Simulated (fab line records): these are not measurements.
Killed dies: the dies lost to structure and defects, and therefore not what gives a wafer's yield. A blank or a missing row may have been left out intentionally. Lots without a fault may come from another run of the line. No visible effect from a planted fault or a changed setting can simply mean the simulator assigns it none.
The same fault as seen by 2 desks	flow n5Finfet	numbers are kept per desk, each desk with only its own; the story behind them comes last

== TOOL OWNER'S DESK, rieSi-05 ==
The tool's own readings at N5_BEOL_M0_SAQP_MANDREL_ETCH_20 (etches a-Si in HBr/Cl2, stops on SiNx, target depth 60 nm, bt time 10 s, time 30 s): means of the sampled wafers that have a number, for each lot that ran on this tool. A lot is out of limits, marked OUT, if its mean lies more than 4 standard deviations from the usual mean; the brackets give that distance.
Columns: A = biasW at N5_BEOL_M0_SAQP_MANDREL_ETCH_20, usual 74.99 W; B = drypumpMotorCurrentA at N5_BEOL_M0_SAQP_MANDREL_ETCH_20, usual 5.8 A; C = oesProductAu at N5_BEOL_M0_SAQP_MANDREL_ETCH_20, usual 0.778 a.u.; D = throttleValvePct at N5_BEOL_M0_SAQP_MANDREL_ETCH_20, usual 35.50 %
lot	first seen here	A	B	C	D
L852	day 6 05:05	75.19	5.7	0.758	35.50
L853	day 6 17:44	74.96	5.3	0.769	35.65
L854	day 6 20:34	75.02	5.3	0.770	35.66
L856	day 7 04:32	74.78	5.3	0.782	35.63
This desk's finding: nothing out of limits on any of the 4 lots.

== METROLOGY DESK ==
What the gauges read for every lot (on any tool): the sampled wafers with a number, averaged. A lot is out of limits, marked OUT, if its mean lies more than 4 standard deviations from the usual mean; the brackets give that distance. Readings shown: 7 of its 10, picked as those furthest out on some lot.
Columns: A = DIBL_N at N5_BEOL_M4_RC_MEAS_101, usual 36.3 mV/V; B = DIBL_P at N5_BEOL_M4_RC_MEAS_101, usual 36.2 mV/V; C = IOFF_N at N5_BEOL_M4_RC_MEAS_101, usual 0.157 nA/um; D = IOFF_P at N5_BEOL_M4_RC_MEAS_101, usual 0.206 nA/um; E = ION_N at N5_BEOL_M4_RC_MEAS_101, usual 673 uA/um; F = ION_P at N5_BEOL_M4_RC_MEAS_101, usual 461 uA/um; G = SS_P at N5_BEOL_M4_RC_MEAS_101, usual 73.2 mV/dec
lot	first seen here	A	B	C	D	E	F	G
L852	day 8 05:05	36.1	35.6	0.173	0.198	684	463	73.7
L854	day 9 07:38	35.9	36.8	0.158	0.210	667	460	73.3
L855	day 9 09:32	38.4	37.4	0.178	0.222	680	467	73.6
L853	day 9 11:14	36.2	36.7	0.150	0.209	678	467	73.0
L856	day 9 14:14	36.2	37.2	0.186	0.246	674	464	73.9
L862	day 11 07:20	35.5	35.4	0.157	0.206	671	459	73.0
L866	day 12 04:47	36.3	36.9	0.165	0.200	670	458	73.2
L869	day 12 23:17	35.2	35.7	0.150	0.212	676	468	73.5
L870	day 13 01:10	36.0	34.6	0.143	0.208	675	468	72.8
This desk's finding: nothing out of limits on any of the 9 lots.

== TAKEN TOGETHER ==
Nothing out of limits was seen by the tool owner's desk.
At the metrology desk, nothing out of limits was observed.

== WHAT THE SIMULATOR PUT IN ==
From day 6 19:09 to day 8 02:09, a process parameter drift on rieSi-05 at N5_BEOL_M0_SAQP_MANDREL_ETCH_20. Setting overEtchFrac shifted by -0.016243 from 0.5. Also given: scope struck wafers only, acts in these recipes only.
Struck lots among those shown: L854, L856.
